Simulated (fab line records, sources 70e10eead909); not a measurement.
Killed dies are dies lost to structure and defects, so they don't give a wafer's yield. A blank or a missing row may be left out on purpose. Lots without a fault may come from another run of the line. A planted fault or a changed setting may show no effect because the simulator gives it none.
One fault seen from 2 desks | flow nand_harc | each desk has only its own numbers; what lay behind them comes last

THE TOOL OWNER'S DESK: ald_hk-02
The tool's own readings at NHARC_A_CHANNEL_FILL_D1_ALD_02 (deposits SiO2, target thk 6 nm, pulse time 10 s, ald cycles 60): means of the sampled wafers that have a number, for each lot that ran on this tool. A lot is out of limits, marked OUT, if its mean lies more than 4 standard deviations from the usual mean; the brackets give that distance.
Columns: A = heater_power_w at NHARC_A_CHANNEL_FILL_D1_ALD_02, usual 472 W; B = precursor_pulse_height_rel at NHARC_A_CHANNEL_FILL_D1_ALD_02, usual 1.001
lot  | first seen here | A   | B
L116 | day 10 21:57    | 490 | 0.983
L118 | day 11 19:45    | 500 | 0.999
L121 | day 13 06:26    | 486 | 1.019
L123 | day 13 15:26    | 502 | 0.969
L126 | day 14 15:53    | 524 | 0.983
L125 | day 14 17:39    | 510 | 0.997
L130 | day 16 21:40    | 513 | 0.993
L133 | day 17 19:26    | 488 | 1.000
This desk's finding: nothing out of limits on any of the 8 lots.

THE METROLOGY DESK
What the gauges read, lot by lot, whatever tool the lot ran on: means of the sampled wafers that have a number. A lot is out of limits, marked OUT, if its mean lies more than 4 standard deviations from the usual mean; the brackets give that distance.
Columns: A = cd_nm at NHARC_A_CHANNEL_HOLE_D1_CD_MEAS_30, usual 90.1 nm
lot  | first seen here | A
L112 | day 9 01:33     | 91.4
L111 | day 9 02:28     | 89.8
L114 | day 10 00:51    | 89.5
L116 | day 10 21:35    | 89.6
L118 | day 11 19:22    | 89.7
L119 | day 12 13:25    | 89.5
L122 | day 13 03:21    | 89.1
L121 | day 13 05:59    | 88.9
L123 | day 13 15:03    | 90.5
L126 | day 14 15:24    | 90.9
L125 | day 14 16:25    | 90.8
L130 | day 16 21:03    | 90.2
L133 | day 17 19:03    | 90.2
This desk's finding: nothing out of limits on any of the 13 lots.

PUT TOGETHER
The tool owner's desk saw nothing out of limits.
The metrology desk saw nothing out of limits.

WHAT THE SIMULATOR HAD PUT IN
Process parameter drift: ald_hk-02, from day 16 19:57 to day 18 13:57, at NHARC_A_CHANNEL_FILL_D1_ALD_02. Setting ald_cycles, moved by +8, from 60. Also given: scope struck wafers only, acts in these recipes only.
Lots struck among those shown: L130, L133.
